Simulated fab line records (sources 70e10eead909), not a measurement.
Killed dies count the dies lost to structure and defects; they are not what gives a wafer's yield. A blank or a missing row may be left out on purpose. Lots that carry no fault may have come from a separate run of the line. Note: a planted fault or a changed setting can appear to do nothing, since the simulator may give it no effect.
Problem report, 8D (eight disciplines) form, completed by code	flow nandHarc	the parts of the form that need people (team, actions taken, sign-off) are left out

== 1. THE ISSUE ==
Mean of cdNm at NHARC_P_M1_CD_MEAS_09: 114.3 nm across 4 wafers in 2 lots; on wafers with no fault it is 129.8 nm (standard deviation 0.68). Measured from the usual mean, that is -23 standard deviations.
The step: target cd 130 nm.
Seen first at day 9 10:03 on cdSem-03, wafer L417.2. Wafers with a number at this step in the record: 36, from 12 lots. By rule, "out" or "out of limits" means more than 4 standard deviations away from the usual mean. The other wafers with a number count as sound.

== 2. WHAT IT IS; WHAT IT IS NOT ==
question	is	is not
which readings at this step	cdNm	-
which lots	L416, L417	L405, L406, L407, L408, L411, L422, L423, L424, L425, L427
which wafers of those lots	L416.2, L416.3, L417.2, L417.6	L416.5, L417.5
read on which gauges	cdSem-03	cdSem-01, cdSem-02
when	from day 9 10:03	up to then (16 sound wafers); but 16 sound wafers of L416, L422, L423, L424, L425, L427 came after

== 3. THE SUSPECTS, EACH WITH WHAT RULES IT OUT ==
Counting: if a tool at a process step up to the reading ran every lot that is out, it stays a suspect. Sound lots after the first of them don't rule it out here, since some wafers of a struck lot are sound.
- the gauge at NHARC_P_M1_CD_MEAS_09 is ruled out. All the wafers that are out were read on cdSem-03, but those of them that NHARC_P_M1_PEB_07 has rows for are out there too, on other tools.
- pvdSputter-01 at NHARC_P_M0_PVD_20 (deposits TaN, target thk 5 nm, time 8.06 s): kept. Every lot that is out went through it, the first being L417 (day 9 08:52); the last sound lot it ran before that was L407 (day 6 16:53). With no start given for some of its lots, NHARC_P_M0_PVD_20 uses the hours and lot order of NHARC_P_M0_DEP_32.
- lithoTrack-06 at NHARC_P_M1_PEB_07 (peb time 65 s): kept. Every lot that is out went through it, the first being L417 (day 9 09:58); the last sound lot it ran before that was L406 (day 5 20:19). Its own readings are out on those wafers: heaterPowerTotalW.
What counting leaves: pvdSputter-01 at NHARC_P_M0_PVD_20 and lithoTrack-06 at NHARC_P_M1_PEB_07.

== 4. THE CAUSE (what the simulator had put in) ==
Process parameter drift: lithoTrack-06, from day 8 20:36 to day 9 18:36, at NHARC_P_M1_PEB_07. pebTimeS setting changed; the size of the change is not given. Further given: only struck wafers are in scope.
Counting leaves 2 suspects; this tool is one of them.

== 5. THE EFFECT CHAIN, in route order ==
One row per reading whose mean, taken over the struck wafers that have a number, lies over 3 standard deviations from the usual. Readings are gone through only where the record gives a usual standard deviation; hours: the median, over the lots, of the time from a lot's start at the first step in this table giving one to that lot's start at this step; sigmas: the change measured in usual standard deviations.
hours	step	reading	usual	on struck wafers	change	sigmas
0	NHARC_P_M1_PEB_07	heaterPowerTotalW	156.6 W	194.9	+38.3	+89
0	NHARC_P_M1_CD_MEAS_09	cdNm	129.8 nm	114.3	-15.5	-23
318	NHARC_END_SORT_01	killedAtPeriphery	3.2	24.2	+21.1	+9.2
318	NHARC_END_SORT_01	sort_bin_2_pct	1.5 %	5.0	+3.5	+4.4
Here are the process steps it includes:
- NHARC_P_M1_PEB_07: peb time 65 s.

== 6. WHAT WOULD HAVE CAUGHT IT SOONER ==
In this record the first reading out of limits at a measuring or inspecting step was taken at day 9 10:03, 13 hours after the fault began at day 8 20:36.
At NHARC_P_M1_PEB_07, the tool's own readings (heaterPowerTotalW) were out on each struck wafer the step has a row for, so an alarm limit on them would have fired on the first such wafer.
Of the lots that are out (2), L416 began NHARC_P_M1_PEB_07 on lithoTrack-06 after day 9 10:03. Had the tool been put on hold then, it would have been spared.
